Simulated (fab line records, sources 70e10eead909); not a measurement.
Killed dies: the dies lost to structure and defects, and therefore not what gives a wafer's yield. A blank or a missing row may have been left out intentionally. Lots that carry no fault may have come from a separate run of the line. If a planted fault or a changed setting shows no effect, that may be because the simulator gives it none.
One fault seen from 2 desks | flow nand harc | only its own numbers are on each desk; what lay behind them is given at the end

THE DEFECT DESK
Lot by lot, what the route's inspections counted, given as the mean of those sampled wafers with a number. Marked OUT: a lot whose mean sits more than 4 standard deviations from the usual mean, which makes it out of limits; the brackets give that distance.
Columns: A = raw defect count at NHARC_A_WL_FILL_INSPECT_15, usual 383
lot  | first seen here | A
L418 | day 16 05:10    | 371
L419 | day 16 08:08    | 585
L421 | day 16 12:41    | 336
L420 | day 16 18:23    | 379
L422 | day 16 20:46    | 417
L425 | day 17 12:29    | 323
L426 | day 18 15:09    | 400
L437 | day 20 16:50    | 364
L438 | day 20 19:06    | 342
L436 | day 21 11:55    | 377
L440 | day 21 12:34    | 347
L439 | day 21 16:10    | 503
L441 | day 22 03:04    | 492
Finding of this desk: none of the 13 lots has anything out of limits.

THE TOOL OWNER'S DESK: cmp-03
The tool's own readings at NHARC_A_WL_FILL_CMP_12 (polishes, t overpolish 30 s, target thk 75 nm): means of the sampled wafers that have a number, for each lot that ran on this tool. Marked OUT: a lot whose mean sits more than 4 standard deviations from the usual mean, which makes it out of limits; the brackets give that distance.
Columns: A = motor current A at NHARC_A_WL_FILL_CMP_12, usual 11.6 A; B = overpolish run s at NHARC_A_WL_FILL_CMP_12, usual 30.000 s; C = time to endpoint s at NHARC_A_WL_FILL_CMP_12, usual 15.8 s
lot  | first seen here | A    | B      | C
L419 | day 16 07:39    | 11.0 | 30.002 | 14.2
L421 | day 16 12:13    | 11.2 | 30.003 | 14.8
L426 | day 18 14:43    | 10.9 | 29.995 | 10.1
Finding of this desk: none of the 3 lots has anything out of limits.

ALL TOGETHER
The defect desk saw nothing out of limits.
The tool owner's desk saw nothing out of limits.

WHAT THE SIMULATOR HAD INSERTED
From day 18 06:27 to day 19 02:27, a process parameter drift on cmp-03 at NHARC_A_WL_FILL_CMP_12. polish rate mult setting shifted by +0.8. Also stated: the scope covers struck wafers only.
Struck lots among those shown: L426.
